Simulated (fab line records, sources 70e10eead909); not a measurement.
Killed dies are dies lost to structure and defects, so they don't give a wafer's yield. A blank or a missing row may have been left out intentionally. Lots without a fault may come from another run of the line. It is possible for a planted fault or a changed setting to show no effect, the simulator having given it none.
Which tool did it? | flow nand harc | Sampling: 12 lots, 36 wafers, 5 of 1159 route steps

WHAT THE GAUGES READ, wafer by wafer
NHARC_END_SORT_01. Usual: killed at array 27, standard deviation 11; killed at other 0.7, standard deviation 0.93; killed at periphery 2.9, standard deviation 1.9; killed dies 30, standard deviation 11; killed open 3.1, standard deviation 1.7; killed short 1.9, standard deviation 1.3.
lot  | measured     | on        | killed at array | killed at other | killed at periphery | killed dies | killed open | killed short | flag
L861 | day 19 12:53 | prober-02 | 16 19 13        | 1 3 2           | 4 4 1               | 21 26 16    | 2 5 1       | 1 0 1        |

EACH LOT AND THE TOOL THAT RAN IT (in order: tool; ch and the chambers of the sampled wafers; start)
lot  | NHARC_A_CONTACT_ETCH_88            | NHARC_A_CONTACT_ETCH_137             | NHARC_A_BLC_SOFTBAKE_05           | NHARC_A_BLC_ETCH_16
L859 | rie diel-08 ch 0,1,2, day 16 20:22 | har cap etch-02 ch 0,1, day 16 22:12 | litho track-01 ch 0, day 17 02:00 | rie diel-09 ch 2,3, day 17 03:45
L861 | rie diel-07 ch 1,2, day 17 04:59   | har cap etch-03 ch 0,1, day 17 07:17 | litho track-06 ch 0, day 17 12:00 | rie diel-01 ch 0,3, day 17 13:01
L860 | rie diel-07 ch 1,3, day 17 09:02   | har cap etch-01 ch 0,1, day 17 10:38 | litho track-06 ch 0, day 17 14:00 | rie diel-09 ch 0,2,3, day 17 15:01
L863 | rie diel-07 ch 1,3, day 17 11:14   | har cap etch-03 ch 0,1, day 17 12:53 | litho track-01 ch 0, day 17 17:00 | rie diel-01 ch 0,1,2, day 17 18:20
L865 | rie diel-04 ch 0,1,2, day 17 22:00 | har cap etch-01 ch 0,1, day 17 23:43 | litho track-04 ch 0, day 18 09:00 | rie diel-09 ch 0,2,3, day 18 10:25
L866 | rie diel-04 ch 0,1,3, day 18 14:40 | har cap etch-03 ch 1, day 18 16:21   | litho track-06 ch 0, day 18 19:00 | rie diel-06 ch 0,1,2, day 18 20:31
L873 | rie diel-07 ch 2,3, day 20 17:08   | har cap etch-03 ch 0,1, day 20 18:32 | litho track-04 ch 0, day 21 03:00 | rie diel-09 ch 1,3, day 21 04:08
L875 | rie diel-08 ch 1,2,3, day 20 21:01 | har cap etch-03 ch 0,1, day 20 22:30 | litho track-06 ch 0, day 21 15:00 | rie diel-09 ch 0,1, day 21 15:56
L877 | rie diel-07 ch 0,2, day 21 00:15   | har cap etch-02 ch 0,1, day 21 01:35 | litho track-06 ch 0, day 21 17:00 | rie diel-09 ch 0,2,3, day 21 17:47
L876 | rie diel-07 ch 0,2, day 21 01:32   | har cap etch-01 ch 0,1, day 21 03:26 | litho track-01 ch 0, day 21 17:00 | rie diel-06 ch 2,3, day 21 17:59
L878 | rie diel-08 ch 1,2,3, day 21 10:37 | har cap etch-02 ch 0,1, day 21 11:59 | litho track-06 ch 0, day 21 22:00 | rie diel-06 ch 0,3, day 21 23:19
L880 | rie diel-07 ch 0,3, day 22 07:22   | har cap etch-02 ch 0,1, day 22 09:14 | litho track-06 ch 0, day 22 12:00 | rie diel-09 ch 2,3, day 22 13:12
- NHARC_A_CONTACT_ETCH_88: etches the open film in CF4, target depth 39 nm, time 65 s.
- NHARC_A_CONTACT_ETCH_137: etches the open film in C4F8/O2/Ar, time 132 s, target depth 1287 nm.
- NHARC_A_BLC_SOFTBAKE_05: time 55 s.
- NHARC_A_BLC_ETCH_16: etches the open film in CF4, target depth 39 nm, time 65 s.

WHAT THE TOOLS THEMSELVES READ (means of the sampled wafers that have a number; where no wafer has one, the mark that the record gives instead)
NHARC_A_CONTACT_ETCH_88. Usual: drypump motor current A 5.4 A, standard deviation 0.49; oes product au 0.999 a.u., standard deviation 0.0074; rf vpp V 151.1 V, standard deviation 1.2; showerhead plenum p Torr 1.77 Torr, standard deviation 0.068; throttle valve pct 13.285 %, standard deviation 0.0098.
lot  | tool        | drypump motor current A (A) | oes product au (a.u.) | rf vpp V (V) | showerhead plenum p Torr (Torr) | throttle valve pct (%) | flag
L859 | rie diel-08 | 5.8                         | 0.995                 | 151.0        | 1.75                            | 13.281                 |
L861 | rie diel-07 | 5.0                         | 1.000                 | 152.2        | 1.82                            | 13.279                 |
L860 | rie diel-07 | 5.1                         | 0.990                 | 151.2        | 1.75                            | 13.292                 |
L863 | rie diel-07 | 5.1                         | 0.996                 | 150.3        | 1.75                            | 13.288                 |
L865 | rie diel-04 | 5.4                         | 1.010                 | 150.7        | 1.76                            | 13.291                 |
L866 | rie diel-04 | 5.9                         | 0.998                 | 151.1        | 1.74                            | 13.285                 |
L873 | rie diel-07 | 5.1                         | 0.999                 | 150.7        | 1.74                            | 13.290                 |
L875 | rie diel-08 | 5.7                         | 0.999                 | 150.8        | 1.74                            | 13.283                 |
L877 | rie diel-07 | 5.1                         | 1.004                 | 151.0        | 1.81                            | 13.287                 |
L876 | rie diel-07 | 5.1                         | 1.004                 | 151.2        | 1.81                            | 13.278                 |
L878 | rie diel-08 | 5.7                         | 1.005                 | 152.8        | 1.83                            | 13.286                 |
L880 | rie diel-07 | 5.2                         | 1.001                 | 151.2        | 1.78                            | 13.280                 |

NHARC_A_BLC_SOFTBAKE_05. Usual: heater power total W at 188.44 W, with a standard deviation of 0.13.
lot  | tool           | heater power total W (W) | flag
L859 | litho track-01 | 188.45                   |
L861 | litho track-06 | 188.37                   |
L860 | litho track-06 | 186.24                   | OFF
L863 | litho track-01 | 188.40                   |
L865 | litho track-04 | 188.58                   |
L866 | litho track-06 | 186.32                   | OFF
L873 | litho track-04 | 188.64                   |
L875 | litho track-06 | 188.39                   |
L877 | litho track-06 | 188.52                   |
L876 | litho track-01 | 188.51                   |
L878 | litho track-06 | 188.39                   |
L880 | litho track-06 | 188.37                   |

NHARC_A_BLC_ETCH_16. Usual: drypump motor current A 5.6 A, standard deviation 0.51; oes product au 0.999 a.u., standard deviation 0.0072; rf vpp V 151.1 V, standard deviation 1.1; showerhead plenum p Torr 1.76 Torr, standard deviation 0.055; throttle valve pct 13.284 %, standard deviation 0.0093.
lot  | tool        | drypump motor current A (A) | oes product au (a.u.) | rf vpp V (V) | showerhead plenum p Torr (Torr) | throttle valve pct (%) | flag
L859 | rie diel-09 | 5.8                         | 0.996                 | 151.8        | 1.75                            | 13.285                 |
L861 | rie diel-01 | 5.6                         | 0.998                 | 151.5        | 1.83                            | 13.290                 |
L860 | rie diel-09 | 5.7                         | 1.004                 | 151.4        | 1.78                            | 13.296                 |
L863 | rie diel-01 | 5.4                         | 0.995                 | 150.8        | 1.76                            | 13.287                 |
L865 | rie diel-09 | 5.7                         | 0.998                 | 151.1        | 1.78                            | 13.283                 |
L866 | rie diel-06 | 5.6                         | 1.009                 | 151.5        | 1.76                            | 13.282                 |
L873 | rie diel-09 | 5.2                         | 1.003                 | 151.5        | 1.79                            | 13.284                 |
L875 | rie diel-09 | 5.1                         | 0.990                 | 152.4        | 1.84                            | 13.288                 |
L877 | rie diel-09 | 5.6                         | 1.004                 | 150.2        | 1.77                            | 13.284                 |
L876 | rie diel-06 | 5.3                         | 1.006                 | 150.1        | 1.74                            | 13.282                 |
L878 | rie diel-06 | 5.8                         | 1.002                 | 150.2        | 1.72                            | 13.283                 |
L880 | rie diel-09 | 6.1                         | 0.992                 | 151.5        | 1.72                            | 13.284                 |

THE ANSWER, worked out from the rows above alone
Rule: a lot counts as off when the mean over its wafers that have a number is more than 3 standard deviations away from the usual mean. A lot without any number at a reading at which 4 lots or more have one is off too. All remaining lots with rows at the step are treated as sound. Order of review: gauges by route order, followed by the tools' own readings, for which a lot's mean as printed above is used. At the first step where some lot is off, the reading lying furthest off is the one used; lots without a number count as furthest.
Off at NHARC_A_BLC_SOFTBAKE_05 (heater power total W): L860, L866.
A tool fits if, at that step or a process step before it, it ran every lot that is off, and no sound lot after the first of them. None of those tried fits.

WHAT WAS PUT IN BY THE SIMULATOR
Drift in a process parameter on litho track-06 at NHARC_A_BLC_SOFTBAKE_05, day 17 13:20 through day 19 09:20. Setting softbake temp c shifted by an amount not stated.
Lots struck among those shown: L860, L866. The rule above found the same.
